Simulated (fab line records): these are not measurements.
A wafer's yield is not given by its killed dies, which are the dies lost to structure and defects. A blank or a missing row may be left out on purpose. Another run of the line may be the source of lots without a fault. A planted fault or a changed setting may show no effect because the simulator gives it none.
Code-filled problem report in 8D (eight disciplines) form | flow nand-harc | the parts of the form that need people (team, actions taken, sign-off) are left out

1. PROBLEM STATEMENT
At NHARC_A_ONON_D1_THK_MEAS_30, thk-nm averages 630 nm over 6 wafers from 2 lots, while fault-free wafers read 1000 nm, standard deviation 9.5. Relative to the usual mean, that is a shift of -39 standard deviations.
The step: measures by ellipsometry.
The first sign was on wafer L195.2 at day 16 01:55, on film-metro-02. The record holds 36 wafers of 12 lots with a number at this step. By rule, "out" or "out of limits" means more than 4 standard deviations away from the usual mean. The other wafers with a number count as sound.

2. WHAT IT IS AND WHAT IT IS NOT
question                    | is                           | is not
which readings at this step | thk-nm                       | -
which lots                  | L195, L197                   | L178, L179, L180, L181, L186, L192, L193, L198, L199, L200
which wafers of those lots  | all that have a number       | -
read on which gauges        | film-metro-01, film-metro-02 | -
when                        | from day 16 01:55            | up to then (21 sound wafers); but 9 sound wafers of L198, L199, L200 came after

3. THE SUSPECTS, EACH WITH WHAT RULES IT OUT
Counting: any tool at a process step up to the reading is kept as a suspect provided that every lot that is out went through it and no sound lot did after the first of them.
- ruled out: the gauge at NHARC_A_ONON_D1_THK_MEAS_30. The wafers that are out were read on 2 gauges (film-metro-01, film-metro-02).
- rtp-anneal-01 at NHARC_A_ZERO_WELL_RTA_16 (time 10 s): ruled out as a lasting fault. The sound lots L198, L200 went through it after L195, its earliest lot that is out (day 14 16:57).
- pecvd-onon-01 at NHARC_A_ONON_D1_DEP_28 (target thk 1000 nm): kept. It ran every lot that is out, first L195 (day 16 01:28), and no sound lot after that; its last sound lot up to then is L192 (day 14 10:44).
Left after counting: pecvd-onon-01 at NHARC_A_ONON_D1_DEP_28.

4. THE CAUSE (what the simulator had put in)
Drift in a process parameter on pecvd-onon-01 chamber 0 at NHARC_A_ONON_D1_DEP_28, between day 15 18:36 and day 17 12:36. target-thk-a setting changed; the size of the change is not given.
Counting left only this tool.

5. SEQUENCE OF EFFECTS, ordered by route
Rows list readings where the struck wafers' mean (over those with a number) sits beyond 3 standard deviations from the usual. Only readings whose record carries a usual standard deviation are examined. hours: median over the lots of the time between each lot's start at the first step of this table that gives one and its start at this step. sigmas: the change, counted in usual standard deviations.
hours | step                        | reading         | usual   | on struck wafers | change | sigmas
0     | NHARC_A_ONON_D1_THK_MEAS_30 | thk-nm          | 1000 nm | 630              | -370   | -39
387   | NHARC_END_SORT_01           | killed-at-array | 52      | 674              | +622   | +33
387   | NHARC_END_SORT_01           | killed-dies     | 57      | 677              | +620   | +33

6. HOW IT WOULD HAVE BEEN CAUGHT EARLIER
7 hours passed between the start of the fault at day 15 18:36 and the first reading out of limits at a measuring or inspecting step in this record, taken at day 16 01:55.
No tool reading at NHARC_A_ONON_D1_DEP_28 that has a usual standard deviation in the record was out on any struck wafer, so an alarm limit of 4 standard deviations on those readings would not have fired.
Lots out: 2; of these, L197 started NHARC_A_ONON_D1_DEP_28 on pecvd-onon-01 after day 16 01:55. Holding the tool at that time would have saved it.
